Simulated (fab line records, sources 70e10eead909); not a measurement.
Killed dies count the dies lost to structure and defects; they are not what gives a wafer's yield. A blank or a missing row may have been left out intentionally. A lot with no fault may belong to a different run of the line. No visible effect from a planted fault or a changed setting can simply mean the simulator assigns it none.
fab line records	flow nand_harc	part 1 of 2: steps 1 to 4 of 6
record lots=22	wafers=66	last_day=35
route steps=1302 shown P_ZERO_WELL@17 P_GATE@170 P_M0@265
lots untouched by any fault: they come from a run of this same line in which no faults occurred
start_h: the number of hours between the record's first day and the start of the first shown wafer of the lot	wait_h: hours since the lot's step before	" repeats the value in the row above	L1.1+2: one row covering several wafers at once	- either no value or no given start	* or withheld: withheld	< > ~ a bound
route shown NAME@n: a module of which the file shows steps, and the number in the route of the first	usual: mean and standard deviation over wafers with no fault	same: alike in all rows	chamber/n: place in a boat	sites: per-site readings	_std_site: their standard deviation	_edge_site: mean of outer sites minus mean of inner sites	radius_mm: for every site, how far away it sits from the centre of the wafer	mask NAME#n: copy n	behind: the most recent tool/chamber to have shaped the wafer	hold: reason for holding the lot/hours on hold/outcome of the hold	device: the transistor (n, p or np) that didn't switch	end of line: the same wafers' tests at the end of the route	a step with no rows: only its recipe	killed: not the wafer's yield, but the dies lost to structure and defects at the first sort	map: dies across one wafer; x = killed, . = not, _ = none there
set.NAME: setting as actually run; set.NAME@STEP: the setting as run at that earlier step	model.NAME: the simulator's own value behind a step, which no gauge read
steps of the route over a sample of lots; a table a step, a row a wafer
services: the hour from which a tool's chamber was out of use, counted from the record's first day as start_h (under 0 if before that day), plus the number of hours and why
## steps
# step NHARC_P_ZERO_WELL_ETCH_65
# recipe target_depth_a=800	overetch_a=240	time_s=87.88	ion_energy_ev=200	n2_flow_sccm=150	h2_flow_sccm=150	ar_flow_sccm=0	rf_w=400	bias_w=150	chemistry=N2/H2
# usual chamber_pressure_mTorr=29.99/0.031	drypump_motor_current_A=5.9/0.54	oes_product_au=1.004/0.01	rf_vpp_V=429.9/2.3	showerhead_plenum_p_Torr=2.01/0.07	throttle_valve_pct=14.171/0.0085
lot.wafer	tool	chamber	start_h	wait_h	chamber_pressure_mTorr	drypump_motor_current_A	oes_product_au	rf_hours_counter_h	rf_vpp_V	showerhead_plenum_p_Torr	throttle_valve_pct
L074.2	rie_diel-01	0	21.49	0.1	29.97	6.7	0.995	49	426.5	1.95	14.177
L074.5	"	3	"	"	30.00	6.3	1.008	-	431.3	2.05	14.160
L074.6	"	0	"	"	29.97	6.7	0.998	-	427.5	1.95	14.177
L075.3	rie_diel-05	1	31.48	0.1	29.98	4.9	0.996	53	433.1	2.13	14.186
L075.4	"	3	"	"	29.99	5.3	0.996	59	434.4	2.14	14.181
L075.6	"	2	"	"	29.95	5.8	1.013	-	426.7	1.93	14.170
L076.2	rie_diel-05	3	41.49	0.1	29.97	5.3	0.995	66	433.5	2.14	14.174
L076.4	"	1	"	"	30.02	4.9	1.001	57	433.5	2.13	14.175
L076.5	"	3	"	"	29.97	5.3	0.992	-	432.3	2.14	14.174
L077.3	rie_diel-05	3	51.37	0.1	29.99	5.2	0.989	68	434.0	2.14	14.175
L077.2	"	0	"	"	30.03	5.9	0.988	47	429.0	1.96	14.173
L077.1	"	1	"	"	30.00	4.9	0.995	59	433.3	2.13	14.174
L078.1	rie_diel-04	0	61.50	0.1	29.99	5.5	1.009	21	430.0	2.04	14.169
L078.2	"	1	"	"	29.95	5.6	1.007	15	430.8	2.02	14.179
L078.3	"	3	"	"	30.03	6.5	1.001	22	425.3	1.92	14.168
L079.2	rie_diel-04	1	72.25	0.9	29.95	5.6	1.010	17	431.7	2.02	14.176
L079.4	"	2	"	"	30.00	5.2	0.993	17	431.9	2.12	14.189
L079.5	"	3	"	"	30.01	6.6	0.980	-	425.7	1.91	14.175
L080.1	rie_diel-04	0	81.36	0.1	30.02	5.5	0.999	26	430.9	2.04	14.181
L080.2	"	2	"	"	29.96	5.2	1.005	19	433.2	2.12	14.164
L080.5	"	0	"	"	29.96	5.5	0.996	-	431.1	2.04	14.169
L081.1	rie_diel-01	3	91.53	0.1	29.95	6.3	1.011	18	429.9	2.04	14.158
L081.4	"	0	"	"	29.96	6.7	1.013	21	430.0	1.94	14.181
L081.5	"	1	"	"	30.00	6.1	1.021	-	428.8	2.06	14.160
L082.1	rie_diel-01	0	103.88	0.1	29.96	6.7	1.010	26	428.2	1.94	14.174
L082.2	"	1	"	"	30.02	6.1	1.018	25	432.4	2.05	14.165
L082.6	"	3	"	"	30.00	6.3	1.005	-	430.9	2.04	14.173
L083.2	rie_diel-05	2	111.54	0.1	29.97	5.7	1.007	15	428.3	1.93	14.171
L083.5	"	1	"	"	29.97	4.9	1.016	-	431.8	2.12	14.173
L083.6	"	2	"	"	29.99	5.7	1.012	-	426.3	1.93	14.164
L084.4	rie_diel-01	3	121.48	0.1	30.00	6.3	1.003	25	430.4	2.04	14.180
L084.2	"	0	"	"	30.02	6.7	1.001	30	427.6	1.94	14.171
L084.6	"	3	"	"	30.02	6.3	0.991	-	431.0	2.04	14.169
L085.3	rie_diel-04	3	131.53	0.1	30.03	6.6	0.984	44	427.7	1.91	14.174
L085.5	"	0	"	"	30.03	5.5	1.020	-	430.4	2.03	14.177
L085.6	"	1	"	"	29.98	5.6	1.028	-	429.2	2.02	14.166
L087.2	rie_diel-01	1	151.86	0.1	30.00	6.1	1.021	39	429.1	2.05	14.164
L087.3	"	2	"	"	29.97	6.1	1.015	33	432.5	2.03	14.156
L087.5	"	0	"	"	30.00	6.7	1.009	-	428.9	1.94	14.159
L088.4	rie_diel-01	0	161.48	0.1	29.92	6.7	1.016	46	426.1	1.94	14.181
L088.2	"	1	"	"	30.02	6.1	1.007	42	430.9	2.05	14.181
L088.1	"	3	"	"	30.03	6.3	0.998	39	429.8	2.04	14.164
L089.1	rie_diel-05	1	171.39	0.1	29.96	4.9	1.014	30	432.1	2.12	14.177
L089.5	"	1	"	"	29.99	4.9	1.011	-	432.7	2.12	14.179
L089.6	"	2	"	"	30.00	5.8	0.998	-	427.4	1.92	14.173
L090.3	rie_diel-01	2	181.63	0.1	30.00	6.2	1.006	43	430.5	2.03	14.167
L090.2	"	3	"	"	30.01	6.3	1.012	47	430.7	2.03	14.182
L090.6	"	0	"	"	30.04	6.6	1.009	-	425.8	1.93	14.175
L091.4	rie_diel-01	1	191.42	0.1	30.02	6.1	1.026	54	431.8	2.04	14.170
L091.1	"	2	"	"	30.02	6.2	1.004	46	431.8	2.03	14.162
L091.5	"	2	"	"	29.98	6.2	1.010	-	430.3	2.03	14.160
L092.1	rie_diel-04	2	203.32	0.2	30.05	5.2	1.016	6	432.0	2.10	14.178
L092.3	"	1	"	"	29.96	5.6	1.007	7	429.7	2.01	14.190
L092.5	"	2	"	"	30.01	5.2	1.009	-	432.3	2.10	14.169
L093.3	rie_diel-04	0	211.50	0.1	30.02	5.5	0.987	7	430.0	2.02	14.167
L093.6	"	2	"	"	29.99	5.2	1.002	-	431.7	2.10	14.181
L093.5	"	3	"	"	29.97	6.5	0.999	-	427.3	1.90	14.149
L094.4	rie_diel-01	1	221.51	0.1	29.96	6.1	0.997	2	429.8	2.04	14.171
L094.2	"	3	"	"	29.97	6.3	1.008	2	428.6	2.03	14.184
L094.5	"	0	"	"	29.98	6.7	0.983	-	429.0	1.93	14.165
L095.3	rie_diel-04	1	231.68	0.2	29.95	5.6	1.008	18	431.5	2.00	14.170
L095.6	"	1	"	"	29.99	5.6	1.022	-	429.3	2.00	14.165
L095.5	"	2	"	"	29.97	5.3	1.008	-	432.8	2.10	14.162
L097.4	rie_diel-04	3	251.49	0.1	29.85	6.6	1.001	19	425.5	1.90	14.157
L097.3	"	0	"	"	29.99	5.4	0.991	19	430.4	2.02	14.175
L097.2	"	1	"	"	30.03	5.6	1.013	23	431.0	2.00	14.171
# step NHARC_P_ZERO_WELL_ETCH_63
# recipe target_depth_a=1200	time_s=40.1	hbr_flow_sccm=150	cl2_flow_sccm=50	rf_w=400	icp_w=400	bias_w=100	chemistry=HBr/Cl2
# usual chamber_pressure_mTorr=15.001/0.015	drypump_motor_current_A=5.8/0.52	he_backside_leak_sccm=2.76/0.29	oes_product_au=0.998/0.011	throttle_valve_pct=26.406/0.0094
lot.wafer	tool	chamber	start_h	wait_h	chamber_pressure_mTorr	drypump_motor_current_A	he_backside_leak_sccm	oes_product_au	rf_hours_counter_h	throttle_valve_pct
L074.2	rie_si-06	0	21.67	-	14.984	6.0	2.57	0.992	0.8	26.408
L074.6	"	3	"	"	14.988	6.3	2.93	1.000	-	26.407
L074.5	"	0	"	"	15.007	6.0	2.59	0.992	-	26.416
L075.4	rie_si-05	3	31.68	-	14.971	5.6	2.93	1.019	0.5	26.406
L075.3	"	1	"	"	14.990	6.9	2.57	0.995	0.4	26.413
L075.6	"	3	"	"	15.007	5.6	3.12	1.023	-	26.396
L076.2	rie_si-06	2	41.66	-	14.978	5.7	2.96	0.996	0.7	26.397
L076.4	"	0	"	"	15.012	6.0	2.52	0.986	0.9	26.420
L076.5	"	2	"	"	15.022	5.7	2.81	0.984	-	26.413
L077.3	rie_si-06	2	51.55	-	15.033	5.7	2.69	0.994	0.7	26.395
L077.2	"	3	"	"	14.982	6.3	2.72	1.002	0.9	26.396
L077.1	"	0	"	"	15.009	6.0	2.50	0.997	0.9	26.408
L078.1	rie_si-06	3	61.70	-	14.997	6.3	2.70	1.004	0.9	26.406
L078.2	"	0	"	"	15.018	6.0	2.42	0.992	0.9	26.408
L078.3	"	1	"	"	15.015	4.8	2.59	0.993	0.9	26.401
L079.2	rie_si-05	1	72.50	-	15.017	6.8	2.61	1.014	0.6	26.422
L079.4	"	3	"	"	15.014	5.6	3.04	1.009	0.7	26.430
L079.5	"	2	"	"	14.999	5.4	2.78	1.004	-	26.417
L080.2	rie_si-06	1	81.53	-	14.995	4.8	2.67	1.000	0.0	26.410
L080.1	"	2	"	"	15.028	5.7	2.88	0.997	0.0	26.410
L080.5	"	1	"	"	14.995	4.8	2.58	1.001	-	26.398
L081.4	rie_si-06	2	91.72	-	14.988	5.8	2.80	0.981	0.1	26.397
L081.1	"	3	"	"	14.987	6.3	2.94	0.994	0.0	26.408
L081.5	"	1	"	"	15.004	4.8	2.65	0.993	-	26.401
L082.1	rie_si-06	3	104.10	-	14.974	6.3	2.89	1.005	0.1	26.419
L082.2	"	1	"	"	14.979	4.8	2.63	0.991	0.1	26.411
L082.6	"	3	"	"	14.998	6.3	2.77	0.990	-	26.397
L083.2	rie_si-06	3	111.72	-	14.989	6.3	2.91	0.991	0.1	26.416
L083.5	"	2	"	"	14.979	5.7	2.79	0.998	-	26.417
L083.6	"	3	"	"	15.032	6.3	2.90	0.986	-	26.397
L084.2	rie_si-05	3	121.65	-	15.005	5.6	3.15	1.016	1.0	26.400
L084.4	"	2	"	"	15.014	5.4	3.03	0.998	1.0	26.391
L084.6	"	0	"	"	15.001	5.3	2.41	0.995	-	26.396
L085.3	rie_si-06	3	131.68	-	14.988	6.3	2.69	0.988	0.3	26.403
L085.6	"	3	"	"	14.985	6.3	2.89	1.002	-	26.402
L085.5	"	0	"	"	15.025	6.0	2.50	0.981	-	26.411
L087.2	rie_si-01	3	152.02	-	15.017	5.9	2.53	1.031	0.8	26.408
L087.3	"	2	"	"	15.009	5.9	2.61	1.013	0.9	26.407
L087.5	"	0	"	"	14.995	6.1	2.82	0.994	-	26.411
L088.2	rie_si-01	0	161.69	-	15.032	6.1	2.76	0.985	0.9	26.409
L088.1	"	1	"	"	15.012	6.1	3.01	0.984	0.7	26.410
L088.4	"	3	"	"	15.008	5.9	2.44	1.029	0.9	26.408
L089.1	rie_si-05	2	171.58	-	15.014	5.4	2.98	1.008	0.2	26.403
L089.6	"	1	"	"	15.001	6.9	2.43	0.998	-	26.395
L089.5	"	2	"	"	15.004	5.4	2.82	1.007	-	26.391
L090.3	rie_si-06	2	181.83	-	14.991	5.7	2.89	0.999	0.7	26.412
L090.2	"	3	"	"	14.998	6.3	2.82	0.994	0.8	26.408
L090.6	"	3	"	"	15.006	6.3	2.80	1.002	-	26.394
L091.4	rie_si-06	3	191.62	-	15.016	6.3	2.93	1.007	0.9	26.413
L091.1	"	0	"	"	14.985	6.0	2.48	1.002	0.8	26.404
L091.5	"	2	"	"	15.023	5.7	2.74	0.998	-	26.405
L092.3	rie_si-01	2	203.53	-	14.978	5.9	2.52	0.998	0.0	26.396
L092.1	"	0	"	"	15.001	6.1	2.97	1.005	0.0	26.409
L092.5	"	2	"	"	15.004	5.8	2.59	0.989	-	26.399
L093.3	rie_si-05	1	211.70	-	14.993	6.8	2.52	0.997	0.4	26.410
L093.6	"	2	"	"	15.016	5.4	2.84	1.013	-	26.403
L093.5	"	3	"	"	15.013	5.6	2.97	1.015	-	26.396
L094.4	rie_si-06	2	221.71	-	14.984	5.8	2.79	0.988	1.0	26.397
L094.2	"	3	"	"	15.006	6.3	2.75	0.989	1.1	26.408
L094.5	"	1	"	"	15.015	4.8	2.59	1.009	-	26.389
L095.3	rie_si-01	3	231.90	-	15.006	5.9	2.40	1.008	0.1	26.417
L095.6	"	0	"	"	14.980	6.1	2.83	0.998	-	26.393
L095.5	"	1	"	"	15.004	6.1	3.00	0.986	-	26.395
L097.3	rie_si-05	3	251.67	-	15.006	5.5	2.72	1.010	0.6	26.387
L097.4	"	0	"	"	15.017	5.3	2.38	1.004	0.6	26.402
L097.2	"	1	"	"	15.018	6.8	2.59	0.999	0.6	26.403
# step NHARC_P_GATE_CD_MEAS_46
# recipe target_cd_nm=720	landing_energy_ev=500
# usual cd_nm=719.9/1.6
lot.wafer	tool	chamber	start_h	wait_h	cd_nm
L074.2	cd_sem-01	0	109.84	-	721.1
L074.5	"	0	"	"	718.8
L074.6	"	0	"	"	721.6
L075.3	cd_sem-03	0	116.83	-	721.2
L075.4	"	0	"	"	718.9
L075.6	"	0	"	"	718.8
L076.2	cd_sem-01	0	126.01	-	719.7
L076.4	"	0	"	"	720.3
L076.5	"	0	"	"	717.7
L077.1	cd_sem-01	0	139.71	-	718.7
L077.2	"	0	"	"	716.9
L077.3	"	0	"	"	720.2
L078.1	cd_sem-03	0	147.26	-	719.9
L078.2	"	0	"	"	719.5
L078.3	"	0	"	"	719.8
L079.2	cd_sem-01	0	162.16	-	718.2
L079.4	"	0	"	"	719.7
L079.5	"	0	"	"	721.1
L080.1	cd_sem-03	0	171.64	-	719.2
L080.2	"	0	"	"	719.8
L080.5	"	0	"	"	725.3
L081.1	cd_sem-01	0	175.98	-	719.0
L081.4	"	0	"	"	721.4
L081.5	"	0	"	"	720.6
L082.1	cd_sem-01	0	199.71	-	721.3
L082.2	"	0	"	"	720.0
L082.6	"	0	"	"	722.0
L083.2	cd_sem-02	0	203.60	-	719.3
L083.5	"	0	"	"	719.4
L083.6	"	0	"	"	719.2
L084.2	cd_sem-02	0	212.01	-	717.5
L084.4	"	0	"	"	716.1
L084.6	"	0	"	"	718.7
L085.3	cd_sem-01	0	216.37	-	718.3
L085.5	"	0	"	"	720.5
L085.6	"	0	"	"	719.9
L087.2	cd_sem-03	0	252.42	-	720.3
L087.3	"	0	"	"	721.4
L087.5	"	0	"	"	721.8
L089.1	cd_sem-02	0	253.02	-	720.3
L089.5	"	0	"	"	721.4
L089.6	"	0	"	"	725.2
L088.1	cd_sem-03	0	253.33	-	718.7
L088.2	"	0	"	"	718.7
L088.4	"	0	"	"	718.8
L090.2	cd_sem-01	0	269.75	-	721.1
L090.3	"	0	"	"	724.0
L090.6	"	0	"	"	721.9
L091.1	cd_sem-03	0	278.60	-	720.1
L091.4	"	0	"	"	717.9
L091.5	"	0	"	"	719.4
L092.1	cd_sem-02	0	298.32	-	718.7
L092.3	"	0	"	"	719.3
L092.5	"	0	"	"	718.1
L093.3	cd_sem-02	0	301.75	-	721.0
L093.5	"	0	"	"	722.3
L093.6	"	0	"	"	721.1
L094.2	cd_sem-01	0	307.87	-	719.7
L094.4	"	0	"	"	721.0
L094.5	"	0	"	"	721.5
L095.3	cd_sem-03	0	324.61	-	721.6
L095.5	"	0	"	"	722.8
L095.6	"	0	"	"	720.1
L097.2	cd_sem-01	0	340.98	-	720.4
L097.3	"	0	"	"	720.4
L097.4	"	0	"	"	719.0
# step NHARC_P_GATE_DESCUM_48
# recipe time_s=3	o2_flow_sccm=200	ar_flow_sccm=0	bias_power_w=0	chemistry=O2
# usual chamber_pressure_mTorr=60.00/0.054	drypump_motor_current_A=5.8/0.34	oes_product_au=0.997/0.0097	rf_vpp_V=57.6/0.77	showerhead_plenum_p_Torr=1.89/0.093	throttle_valve_pct=11.311/0.0083
lot.wafer	tool	chamber	start_h	wait_h	chamber_pressure_mTorr	drypump_motor_current_A	oes_product_au	rf_hours_counter_h	rf_vpp_V	showerhead_plenum_p_Torr	throttle_valve_pct
L074.2	rie_diel-10	1	110.00	-	60.04	6.0	1.013	2.3	58.0	1.86	11.318
L074.6	"	2	"	"	59.99	5.7	1.004	-	58.2	1.79	11.314
L074.5	"	0	"	"	60.00	6.4	1.009	-	57.7	1.99	11.306
L075.3	rie_diel-10	1	117.00	-	59.92	6.0	1.013	3.0	56.9	1.86	11.307
L075.4	"	1	"	"	59.92	6.0	1.006	-	57.4	1.86	11.308
L075.6	"	2	"	"	59.93	5.7	0.998	-	58.0	1.79	11.308
L076.2	rie_diel-10	1	126.19	-	59.95	6.0	1.008	3.7	57.5	1.86	11.311
L076.5	"	3	"	"	59.99	5.9	1.001	-	57.4	2.02	11.318
L076.4	"	1	"	"	59.89	6.0	1.004	-	58.1	1.86	11.314
L077.1	rie_diel-03	3	139.87	-	59.91	5.8	1.002	1.3	55.7	1.79	11.314
L077.3	"	0	"	"	59.98	5.3	0.992	1.7	56.2	1.78	11.309
L077.2	"	2	"	"	60.02	5.6	1.002	1.2	59.3	1.85	11.323
L078.2	rie_diel-10	1	147.42	-	59.93	6.0	1.003	4.8	57.0	1.86	11.313
L078.3	"	2	"	"	59.99	5.7	1.016	3.7	56.4	1.79	11.305
L078.1	"	0	"	"	59.95	6.4	1.003	4.2	58.6	1.99	11.312
L079.4	rie_diel-06	2	162.33	-	59.98	5.9	0.993	1.3	57.4	1.90	11.321
L079.2	"	0	"	"	59.97	5.3	0.987	1.5	56.1	1.99	11.321
L079.5	"	1	"	"	60.03	5.5	0.983	-	57.9	2.01	11.311
L080.1	rie_diel-06	3	171.80	-	60.00	5.3	0.988	1.6	58.6	1.98	11.320
L080.2	"	2	"	"	60.07	5.9	0.992	1.4	58.2	1.90	11.315
L080.5	"	3	"	"	59.96	5.3	0.981	-	58.0	1.98	11.322
L081.1	rie_diel-10	2	176.14	-	59.99	5.7	0.994	5.8	58.1	1.79	11.315
L081.4	"	3	"	"	60.03	5.9	0.991	6.3	58.0	2.02	11.311
L081.5	"	3	"	"	59.97	5.9	0.988	-	57.9	2.02	11.310
L082.2	rie_diel-06	1	199.90	-	59.91	5.5	1.000	4.3	58.1	2.01	11.306
L082.1	"	2	"	"	60.03	5.9	0.994	3.3	58.2	1.90	11.315
L082.6	"	0	"	"	59.96	5.2	1.002	-	57.0	1.99	11.317
L083.2	rie_diel-06	1	203.79	-	59.95	5.5	0.984	5.3	57.2	2.01	11.304
L083.5	"	2	"	"	59.99	5.9	0.992	-	57.3	1.90	11.320
L083.6	"	3	"	"	60.00	5.3	0.989	-	58.1	1.98	11.316
L084.4	rie_diel-10	3	212.19	-	60.00	5.9	0.999	7.7	57.6	2.02	11.292
L084.2	"	0	"	"	59.99	6.4	0.991	7.2	58.5	1.98	11.311
L084.6	"	2	"	"	59.96	5.7	1.008	-	57.2	1.79	11.318
L085.3	rie_diel-10	1	216.56	-	60.03	6.0	1.003	7.0	56.3	1.86	11.313
L085.6	"	2	"	"	60.01	5.7	1.002	-	58.1	1.79	11.323
L085.5	"	3	"	"	59.95	5.9	1.000	-	58.8	2.02	11.312
L087.2	rie_diel-10	3	252.59	-	59.98	5.9	1.013	0	57.6	2.02	11.309
L087.3	"	1	"	"	59.97	6.0	0.997	0	57.2	1.86	11.305
L087.5	"	2	"	"	60.10	5.7	0.995	-	57.4	1.79	11.324
L089.1	rie_diel-03	3	253.22	-	60.12	5.8	0.998	7.9	57.5	1.78	11.301
L089.6	"	0	"	"	60.01	5.3	0.987	-	58.5	1.78	11.308
L089.5	"	1	"	"	59.97	6.1	0.982	-	58.6	1.99	11.299
L088.4	rie_diel-10	1	253.49	-	60.03	6.0	1.007	0	59.3	1.86	11.300
L088.2	"	3	"	"	60.04	5.9	1.007	0	58.8	2.02	11.319
L088.1	"	0	"	"	59.92	6.4	0.995	0	59.0	1.98	11.320
L090.3	rie_diel-03	2	269.93	-	59.96	5.6	1.016	9.4	58.0	1.85	11.297
L090.2	"	3	"	"	60.01	5.8	0.993	8.3	57.7	1.78	11.314
L090.6	"	1	"	"	60.08	6.1	0.986	-	57.7	1.99	11.313
L091.1	rie_diel-03	0	278.76	-	60.00	5.2	0.984	8.2	57.0	1.78	11.303
L091.4	"	2	"	"	59.99	5.5	1.018	10.5	58.5	1.85	11.317
L091.5	"	0	"	"	60.01	5.2	0.975	-	57.1	1.78	11.307
L092.1	rie_diel-03	2	298.48	-	59.95	5.6	1.007	0.2	57.2	1.85	11.309
L092.3	"	0	"	"	59.98	5.3	1.001	0.2	56.2	1.78	11.315
L092.5	"	0	"	"	59.97	5.3	1.001	-	56.7	1.78	11.323
L093.3	rie_diel-03	3	301.91	-	60.05	5.8	0.995	0.3	57.9	1.78	11.304
L093.5	"	2	"	"	60.03	5.6	1.000	-	57.5	1.85	11.288
L093.6	"	3	"	"	60.05	5.8	0.992	-	57.5	1.78	11.322
L094.2	rie_diel-03	1	308.06	-	60.04	6.1	0.984	1.2	58.9	1.99	11.312
L094.5	"	3	"	"	60.06	5.8	0.983	-	57.0	1.78	11.313
L094.4	"	0	"	"	59.99	5.3	1.013	-	57.2	1.78	11.309
L095.3	rie_diel-10	2	324.79	-	59.96	5.7	1.000	4.2	56.7	1.79	11.318
L095.5	"	0	"	"	60.03	6.4	1.001	-	57.8	1.98	11.297
L095.6	"	1	"	"	60.03	6.0	0.998	-	57.8	1.86	11.314
L097.3	rie_diel-03	2	341.14	-	60.09	5.5	0.998	1.3	57.4	1.85	11.296
L097.4	"	0	"	"	60.00	5.3	1.005	2.7	57.7	1.78	11.316
L097.2	"	1	"	"	59.99	6.1	0.991	2.5	57.8	1.99	11.307
